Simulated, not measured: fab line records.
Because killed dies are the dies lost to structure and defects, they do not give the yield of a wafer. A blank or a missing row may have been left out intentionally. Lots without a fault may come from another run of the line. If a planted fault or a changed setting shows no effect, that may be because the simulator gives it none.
Comparing a struck lot with a sound one	flow n5_finfet	14 out of 1938 route steps
Sound: these wafers, L598.1, L598.2, L598.6. Struck: wafer L614.4 (left out: L614.6, a lot-mate that was not struck); the cause follows at the end.
For every step that has rows: the tool of each side, followed by ch and its chambers, followed by its first start. Under that, the readings that differ: sound wafers	struck wafers	difference of the means	sigmas: that difference in standard deviations of wafers without a fault.
alike: words and numbers the same on both sides, and readings whose means are apart by under 2 such deviations; not compared: readings that were withheld, readings missing a value for some wafer, numbers with overlapping values and no deviation given by the record, and bounds like >300 which may hide the same value.
Wherever a step has rows on one side only, a row that says differs or no value, or a row with sigmas, the two part there. When numbers do not overlap yet have no deviation, they are printed without sigmas and do not part them. A reading missing from all wafers of one side parts the sides only when that side holds two or more wafers.

first, 8 steps without rows for these wafers: N5_MIM_TOP_LITHO_HMDS_01 (time 60 s); N5_MIM_TOP_LITHO_COAT_02; N5_MIM_TOP_LITHO_EBR_04; N5_MIM_TOP_LITHO_SOFTBAKE_03 (time 90 s); N5_MIM_TOP_LITHO_EXPOSE_05 (exposes mask MIM TOP, target cd 2000 nm); N5_MIM_TOP_LITHO_PEB_06; N5_MIM_TOP_LITHO_DEVELOP_07 (develop time 60 s); N5_MIM_TOP_LITHO_HARDBAKE_09 (time 120 s).
N5_MIM_TOP_LITHO_CD_MEAS_08: the cd target is 2000 nm.
  sound on cd_sem-01 ch 0, day 11 22:56; struck on cd_sem-01 ch 0, day 16 18:18
  alike: cd_nm
N5_MIM_TOP_LITHO_OVL_MEAS_11:
  sound on overlay-02 ch 0, day 11 22:59; struck on overlay-01 ch 0, day 16 18:20
  alike: MIM_TOP_OVL
N5_MIM_TOP_LITHO_INSPECT_12: inspects for defects (macro).
  sound on defect_inspect-01, day 11 23:00; struck on defect_inspect-01, day 16 18:22
  alike: raw_defect_count
N5_MIM_TOP_LITHO_DESCUM_10: chemistry O2, time 7.9 s.
  sound on rie_diel-02 ch 1,3, day 11 23:02; struck on rie_diel-03 ch 3, day 16 18:23
  alike: drypump_motor_current_A, o2_flow_sccm, oes_product_au, rf_fwd_power_W, rf_vpp_V, showerhead_plenum_p_Torr, throttle_valve_pct
  not compared: rf_hours_counter_h
N5_MIM_TOP_ETCH_ETCH_00: etches TiN in Cl2/BCl3, target depth 38.5 nm.
  sound on rie_metal-01 ch 0,1, day 11 23:09; struck on rie_metal-02 ch 1, day 16 18:31
reading	sound	struck	difference	sigmas
drypump_motor_current_A (A)	5.4 5.6 5.6	6.4	+0.9	+2
oes_product_au (a.u.)	0.68 0.96 0.96	1.22	+0.35	+3
rf_fwd_power_W (W)	988 994 993	1000	+8	+2
model.MIM_TOP_ETCH.feature_depth_nm (nm)	39 38.2 38.4	57.8	+19.3	
model.etch.depth_nm (nm)	38.93 38.2 38.41	57.79	+19.28	
  alike: mfc_cl2_sccm, throttle_valve_pct
  not compared: rf_hours_counter_h, model.coat_of_MIM_TOP_LITHO_COAT_02.thk_nm
N5_MIM_TOP_ETCH_STRIP_01: strips in O2.
  sound on rie_diel-05 ch 0,1,3, day 11 23:17; struck on rie_diel-05 ch 0, day 16 18:38
  alike: drypump_motor_current_A, o2_flow_sccm, oes_product_au, rf_vpp_V, showerhead_plenum_p_Torr, throttle_valve_pct
  not compared: rf_hours_counter_h

== WHERE THEY PART ==
Only at N5_MIM_TOP_ETCH_ETCH_00, as far as this record shows. Later steps at which nothing parts them and some readings are alike: N5_MIM_TOP_ETCH_STRIP_01.

WHY: what the simulator had put in
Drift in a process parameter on rie_metal-02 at N5_MIM_TOP_ETCH_ETCH_00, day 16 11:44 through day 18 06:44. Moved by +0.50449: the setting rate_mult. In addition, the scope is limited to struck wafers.
